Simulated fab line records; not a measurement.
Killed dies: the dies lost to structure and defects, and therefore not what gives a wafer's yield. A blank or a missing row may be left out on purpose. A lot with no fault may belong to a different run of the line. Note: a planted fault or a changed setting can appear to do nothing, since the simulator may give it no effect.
Which tool was responsible? :: flow nand harc :: 11 lots with 33 wafers sampled at 7 steps, on a route of 1159 steps

WHAT THE GAUGES SHOWED, per wafer
NHARC_P_GATE_INSPECT_28.
lot: L774
measured: day 5 02:04
on: defect inspect-01
raw defect count: 14 6 3

lot: L775
measured: day 5 01:55
on: defect inspect-01
raw defect count: 7 7 6

lot: L776
measured: day 5 15:50
on: defect inspect-01
raw defect count: 9 5 6

lot: L779
measured: day 6 09:56
on: defect inspect-01
raw defect count: 5 6 9

lot: L781
measured: day 6 22:41
on: defect inspect-01
raw defect count: 1454 1445 1452

lot: L783
measured: day 7 12:14
on: defect inspect-01
raw defect count: 8 5 10

lot: L784
measured: day 7 21:59
on: defect inspect-01
raw defect count: 1451 1415 1432

lot: L792
measured: day 9 05:10
on: defect inspect-01
raw defect count: 10 7 5

lot: L794
measured: day 10 01:42
on: defect inspect-02
raw defect count: 10 5 11

lot: L796
measured: day 10 01:50
on: defect inspect-02
raw defect count: 1 0 1

lot: L795
measured: day 10 02:10
on: defect inspect-01
raw defect count: 5 7 10

NHARC_P_GATE_INSPECT_68.
lot: L774
measured: day 5 20:53
on: defect inspect-02
raw defect count: 174 176 294

lot: L775
measured: day 5 20:43
on: defect inspect-01
raw defect count: 64 133 139

lot: L776
measured: day 6 10:23
on: defect inspect-01
raw defect count: 219 122 200

lot: L779
measured: day 7 04:44
on: defect inspect-01
raw defect count: 198 112 178

lot: L781
measured: day 7 17:41
on: defect inspect-01
raw defect count: 1777 1590 1637

lot: L783
measured: day 8 10:35
on: defect inspect-02
raw defect count: 302 146 194

lot: L784
measured: day 8 16:20
on: defect inspect-01
raw defect count: 1565 1528 1516

lot: L792
measured: day 10 00:55
on: defect inspect-01
raw defect count: 136 198 125

lot: L794
measured: day 10 20:13
on: defect inspect-01
raw defect count: 224 269 645

lot: L796
measured: day 10 20:30
on: defect inspect-02
raw defect count: 139 229 172

lot: L795
measured: day 10 21:17
on: defect inspect-02
raw defect count: 220 129 280

NHARC_END_SORT_01.
lot: L774
measured: day 20 10:29
on: prober-02
killed at array: 16 26 21
killed at other: 1 2 0
killed at periphery: 4 1 4
killed dies: 21 29 25
killed open: 2 5 4
killed short: 1 2 5

lot: L781
measured: day 22 13:37
on: prober-01
killed at array: 33 24 28
killed at other: 1 0 0
killed at periphery: 96 92 98
killed dies: 130 116 126
killed open: 5 2 3
killed short: 4 1 1

lot: L784
measured: day 24 00:34
on: prober-02
killed at array: 40 32 27
killed at other: 0 0 0
killed at periphery: 95 90 95
killed dies: 135 122 122
killed open: 4 5 4
killed short: 7 4 1

WHICH TOOL RAN EACH LOT (tool, then ch and the chambers of the sampled wafers, then the start)
lot: L774
NHARC_P_GATE_HM_DEP_102: acl dep-03 ch 0, day 5 00:35
NHARC_P_GATE_ETCH_104: rie diel-01 ch 0,1,2, day 5 02:20
NHARC_P_GATE_ETCH_114: rie diel-01 ch 0,1,3, day 5 20:53 or earlier
NHARC_P_GATE_ETCHBACK_37: rie diel-05 ch 0,1,3, day 5 20:53 or earlier

lot: L775
NHARC_P_GATE_HM_DEP_102: acl dep-01 ch 0, day 5 00:41
NHARC_P_GATE_ETCH_104: rie diel-01 ch 0,1,2, day 5 02:09
NHARC_P_GATE_ETCH_114: rie diel-01 ch 0,2,3, day 5 20:43 or earlier
NHARC_P_GATE_ETCHBACK_37: rie diel-05 ch 0,1,3, day 5 20:43 or earlier

lot: L776
NHARC_P_GATE_HM_DEP_102: acl dep-02 ch 0, day 5 14:29
NHARC_P_GATE_ETCH_104: rie diel-13 ch 0,2, day 5 16:01
NHARC_P_GATE_ETCH_114: rie diel-13 ch 0,2, day 6 10:23 or earlier
NHARC_P_GATE_ETCHBACK_37: rie diel-05 ch 0,1,3, day 6 10:23 or earlier

lot: L779
NHARC_P_GATE_HM_DEP_102: acl dep-03 ch 0, day 6 08:28
NHARC_P_GATE_ETCH_104: rie diel-13 ch 0,1,2, day 6 10:05
NHARC_P_GATE_ETCH_114: rie diel-13 ch 2,3, day 7 04:44 or earlier
NHARC_P_GATE_ETCHBACK_37: rie diel-05 ch 0,1,2, day 7 04:44 or earlier

lot: L781
NHARC_P_GATE_HM_DEP_102: acl dep-03 ch 0, day 6 21:17
NHARC_P_GATE_ETCH_104: rie diel-05 ch 0,3, day 6 23:11
NHARC_P_GATE_ETCH_114: rie diel-05 ch 0,2,3, day 7 17:41 or earlier
NHARC_P_GATE_ETCHBACK_37: rie diel-05 ch 0,3, day 7 17:41 or earlier

lot: L783
NHARC_P_GATE_HM_DEP_102: acl dep-01 ch 0, day 7 10:46
NHARC_P_GATE_ETCH_104: rie diel-05 ch 0,2,3, day 7 12:24
NHARC_P_GATE_ETCH_114: rie diel-05 ch 1,2, day 8 10:35 or earlier
NHARC_P_GATE_ETCHBACK_37: rie diel-13 ch 0,1,2, day 8 10:35 or earlier

lot: L784
NHARC_P_GATE_HM_DEP_102: acl dep-03 ch 0, day 7 20:45
NHARC_P_GATE_ETCH_104: rie diel-13 ch 0,3, day 7 22:08
NHARC_P_GATE_ETCH_114: rie diel-13 ch 1,2, day 8 16:20 or earlier
NHARC_P_GATE_ETCHBACK_37: rie diel-01 ch 0,2,3, day 8 16:20 or earlier

lot: L792
NHARC_P_GATE_HM_DEP_102: acl dep-01 ch 0, day 9 03:42
NHARC_P_GATE_ETCH_104: rie diel-05 ch 0,1,2, day 9 05:37
NHARC_P_GATE_ETCH_114: rie diel-05 ch 0,1,2, day 10 00:55 or earlier
NHARC_P_GATE_ETCHBACK_37: rie diel-13 ch 1,2,3, day 10 00:55 or earlier

lot: L794
NHARC_P_GATE_HM_DEP_102: acl dep-03 ch 0, day 10 00:11
NHARC_P_GATE_ETCH_104: rie diel-05 ch 0,2,3, day 10 01:50
NHARC_P_GATE_ETCH_114: rie diel-05 ch 1,2,3, day 10 20:13 or earlier
NHARC_P_GATE_ETCHBACK_37: rie diel-01 ch 0,1,3, day 10 20:13 or earlier

lot: L796
NHARC_P_GATE_HM_DEP_102: acl dep-01 ch 0, day 10 00:28
NHARC_P_GATE_ETCH_104: rie diel-05 ch 1,3, day 10 02:02
NHARC_P_GATE_ETCH_114: rie diel-05 ch 1,2,3, day 10 20:30 or earlier
NHARC_P_GATE_ETCHBACK_37: rie diel-13 ch 0,2, day 10 20:30 or earlier

lot: L795
NHARC_P_GATE_HM_DEP_102: acl dep-03 ch 0, day 10 00:56
NHARC_P_GATE_ETCH_104: rie diel-01 ch 0,1,3, day 10 02:20
NHARC_P_GATE_ETCH_114: rie diel-01 ch 1,2, day 10 21:17 or earlier
NHARC_P_GATE_ETCHBACK_37: rie diel-13 ch 0,1,2, day 10 21:17 or earlier
- NHARC_P_GATE_HM_DEP_102: deposits aC, target thk 120 nm.
- NHARC_P_GATE_ETCH_104: etches the open film in CF4/CHF3, target depth 60 nm.
- NHARC_P_GATE_ETCH_114: etches the open film in CF4/O2, target depth 30 nm, overetch 3 nm, time 16.5 s.
- NHARC_P_GATE_ETCHBACK_37: etches the open film in CHF3/O2, target depth 34.5 nm, time 17.2 s.

WHAT THE TOOLS THEMSELVES READ (means of the sampled wafers that have a number; where no wafer has one, the mark that the record gives instead)
NHARC_P_GATE_HM_DEP_102.
lot: L774
tool: acl dep-03
throttle valve pct (%): 35.001

lot: L775
tool: acl dep-01
throttle valve pct (%): 35.004

lot: L776
tool: acl dep-02
throttle valve pct (%): 35.000

lot: L779
tool: acl dep-03
throttle valve pct (%): 34.992

lot: L781
tool: acl dep-03
throttle valve pct (%): 34.996

lot: L783
tool: acl dep-01
throttle valve pct (%): 35.013

lot: L784
tool: acl dep-03
throttle valve pct (%): 35.005

lot: L792
tool: acl dep-01
throttle valve pct (%): 34.992

lot: L794
tool: acl dep-03
throttle valve pct (%): 35.002

lot: L796
tool: acl dep-01
throttle valve pct (%): 34.994

lot: L795
tool: acl dep-03
throttle valve pct (%): 35.001

NHARC_P_GATE_ETCH_104.
lot: L774
tool: rie diel-01
drypump motor current A (A): 5.9
oes product au (a.u.): 0.943
rf vpp V (V): 372.7
showerhead plenum p Torr (Torr): 1.62
throttle valve pct (%): 16.797

lot: L775
tool: rie diel-01
drypump motor current A (A): 5.9
oes product au (a.u.): 0.929
rf vpp V (V): 373.2
showerhead plenum p Torr (Torr): 1.62
throttle valve pct (%): 16.798

lot: L776
tool: rie diel-13
drypump motor current A (A): 5.7
oes product au (a.u.): 0.952
rf vpp V (V): 369.7
showerhead plenum p Torr (Torr): 1.54
throttle valve pct (%): 16.811

lot: L779
tool: rie diel-13
drypump motor current A (A): 6.0
oes product au (a.u.): 0.944
rf vpp V (V): 369.2
showerhead plenum p Torr (Torr): 1.52
throttle valve pct (%): 16.802

lot: L781
tool: rie diel-05
drypump motor current A (A): 5.5
oes product au (a.u.): 0.927
rf vpp V (V): 369.6
showerhead plenum p Torr (Torr): 1.55
throttle valve pct (%): 16.804

lot: L783
tool: rie diel-05
drypump motor current A (A): 5.2
oes product au (a.u.): 0.970
rf vpp V (V): 370.6
showerhead plenum p Torr (Torr): 1.56
throttle valve pct (%): 16.801

lot: L784
tool: rie diel-13
drypump motor current A (A): 5.3
oes product au (a.u.): 0.966
rf vpp V (V): 367.9
showerhead plenum p Torr (Torr): 1.49
throttle valve pct (%): 16.801

lot: L792
tool: rie diel-05
drypump motor current A (A): 5.5
oes product au (a.u.): 0.923
rf vpp V (V): 369.5
showerhead plenum p Torr (Torr): 1.55
throttle valve pct (%): 16.808

lot: L794
tool: rie diel-05
drypump motor current A (A): 5.2
oes product au (a.u.): 0.972
rf vpp V (V): 369.6
showerhead plenum p Torr (Torr): 1.56
throttle valve pct (%): 16.805

lot: L796
tool: rie diel-05
drypump motor current A (A): 5.3
oes product au (a.u.): 0.949
rf vpp V (V): 369.5
showerhead plenum p Torr (Torr): 1.55
throttle valve pct (%): 16.796

lot: L795
tool: rie diel-01
drypump motor current A (A): 5.7
oes product au (a.u.): 0.956
rf vpp V (V): 372.5
showerhead plenum p Torr (Torr): 1.62
throttle valve pct (%): 16.806

NHARC_P_GATE_ETCH_114.
lot: L774
tool: rie diel-01
drypump motor current A (A): 5.7
oes product au (a.u.): 0.996
rf vpp V (V): 198.5
showerhead plenum p Torr (Torr): 1.39
throttle valve pct (%): 13.399

lot: L775
tool: rie diel-01
drypump motor current A (A): 6.1
oes product au (a.u.): 0.994
rf vpp V (V): 198.5
showerhead plenum p Torr (Torr): 1.36
throttle valve pct (%): 13.383

lot: L776
tool: rie diel-13
drypump motor current A (A): 5.7
oes product au (a.u.): 0.995
rf vpp V (V): 196.4
showerhead plenum p Torr (Torr): 1.31
throttle valve pct (%): 13.385

lot: L779
tool: rie diel-13
drypump motor current A (A): 6.0
oes product au (a.u.): 0.995
rf vpp V (V): 196.9
showerhead plenum p Torr (Torr): 1.29
throttle valve pct (%): 13.397

lot: L781
tool: rie diel-05
drypump motor current A (A): 5.2
oes product au (a.u.): 1.001
rf vpp V (V): 197.6
showerhead plenum p Torr (Torr): 1.33
throttle valve pct (%): 13.394

lot: L783
tool: rie diel-05
drypump motor current A (A): 5.2
oes product au (a.u.): 1.010
rf vpp V (V): 197.5
showerhead plenum p Torr (Torr): 1.32
throttle valve pct (%): 13.391

lot: L784
tool: rie diel-13
drypump motor current A (A): 6.3
oes product au (a.u.): 1.003
rf vpp V (V): 195.8
showerhead plenum p Torr (Torr): 1.29
throttle valve pct (%): 13.406

lot: L792
tool: rie diel-05
drypump motor current A (A): 5.5
oes product au (a.u.): 0.991
rf vpp V (V): 197.5
showerhead plenum p Torr (Torr): 1.31
throttle valve pct (%): 13.390

lot: L794
tool: rie diel-05
drypump motor current A (A): 5.3
oes product au (a.u.): 0.991
rf vpp V (V): 197.3
showerhead plenum p Torr (Torr): 1.32
throttle valve pct (%): 13.401

lot: L796
tool: rie diel-05
drypump motor current A (A): 5.3
oes product au (a.u.): 0.999
rf vpp V (V): 197.0
showerhead plenum p Torr (Torr): 1.32
throttle valve pct (%): 13.392

lot: L795
tool: rie diel-01
drypump motor current A (A): 5.5
oes product au (a.u.): 0.986
rf vpp V (V): 198.5
showerhead plenum p Torr (Torr): 1.38
throttle valve pct (%): 13.397

NHARC_P_GATE_ETCHBACK_37.
lot: L774
tool: rie diel-05
chf3 flow sccm (sccm): 50.19
drypump motor current A (A): 5.6
oes product au (a.u.): 1.00
rf vpp V (V): 369.8
showerhead plenum p Torr (Torr): 2.36
throttle valve pct (%): 20.564

lot: L775
tool: rie diel-05
chf3 flow sccm (sccm): 50.09
drypump motor current A (A): 5.6
oes product au (a.u.): 0.95
rf vpp V (V): 369.7
showerhead plenum p Torr (Torr): 2.36
throttle valve pct (%): 20.578

lot: L776
tool: rie diel-05
chf3 flow sccm (sccm): 49.96
drypump motor current A (A): 5.6
oes product au (a.u.): 0.92
rf vpp V (V): 370.6
showerhead plenum p Torr (Torr): 2.36
throttle valve pct (%): 20.577

lot: L779
tool: rie diel-05
chf3 flow sccm (sccm): 49.99
drypump motor current A (A): 5.5
oes product au (a.u.): 0.93
rf vpp V (V): 370.0
showerhead plenum p Torr (Torr): 2.36
throttle valve pct (%): 20.581

lot: L781
tool: rie diel-05
chf3 flow sccm (sccm): 49.87
drypump motor current A (A): 5.3
oes product au (a.u.): 0.93
rf vpp V (V): 370.6
showerhead plenum p Torr (Torr): 2.38
throttle valve pct (%): 20.568

lot: L783
tool: rie diel-13
chf3 flow sccm (sccm): 49.94
drypump motor current A (A): 6.0
oes product au (a.u.): 0.92
rf vpp V (V): 368.0
showerhead plenum p Torr (Torr): 2.31
throttle valve pct (%): 20.576

lot: L784
tool: rie diel-01
chf3 flow sccm (sccm): 50.03
drypump motor current A (A): 6.1
oes product au (a.u.): 0.99
rf vpp V (V): 371.4
showerhead plenum p Torr (Torr): 2.43
throttle valve pct (%): 20.579

lot: L792
tool: rie diel-13
chf3 flow sccm (sccm): 50.02
drypump motor current A (A): 6.0
oes product au (a.u.): 1.00
rf vpp V (V): 366.8
showerhead plenum p Torr (Torr): 2.28
throttle valve pct (%): 20.566

lot: L794
tool: rie diel-01
chf3 flow sccm (sccm): 50.17
drypump motor current A (A): 5.7
oes product au (a.u.): 0.99
rf vpp V (V): 373.0
showerhead plenum p Torr (Torr): 2.48
throttle valve pct (%): 20.575

lot: L796
tool: rie diel-13
chf3 flow sccm (sccm): 50.04
drypump motor current A (A): 5.7
oes product au (a.u.): 0.92
rf vpp V (V): 369.1
showerhead plenum p Torr (Torr): 2.33
throttle valve pct (%): 20.571

lot: L795
tool: rie diel-13
chf3 flow sccm (sccm): 50.04
drypump motor current A (A): 6.1
oes product au (a.u.): 0.92
rf vpp V (V): 369.2
showerhead plenum p Torr (Torr): 2.30
throttle valve pct (%): 20.576

THE ANSWER, worked out from the rows above alone
Rule: usual is defined by the lots themselves. The widest of any qualifying gaps counts: lots, ordered by their means at a reading, are off when they make up no more than a third of the lots, leave a main group of 4 or more, and stand apart from it by 3 or more times the standard deviation of that group's means. A main group whose means are all the same, to the digits that the tables above print for the reading, isn't used. A lot without any number at a reading at which 4 lots or more have one is off too. All remaining lots with rows at the step are treated as sound. Order of review: gauges by route order, followed by the tools' own readings, for which a lot's mean as printed above is used. The first step at which some lot is off is used, and at that step the reading that is off furthest; a lot without a number counts as furthest.
Off: L781, L784, at NHARC_P_GATE_INSPECT_28 (raw defect count). Main group: mean 7, sd 2.2.
If a tool, at a process step before that reading, ran all the lots that are off and no sound lot after the first of them, it fits. Gauges at NHARC_P_GATE_INSPECT_28: tried the same way as those tools. Not one of the candidates tried fits.

WHAT THE SIMULATOR HAD INSERTED
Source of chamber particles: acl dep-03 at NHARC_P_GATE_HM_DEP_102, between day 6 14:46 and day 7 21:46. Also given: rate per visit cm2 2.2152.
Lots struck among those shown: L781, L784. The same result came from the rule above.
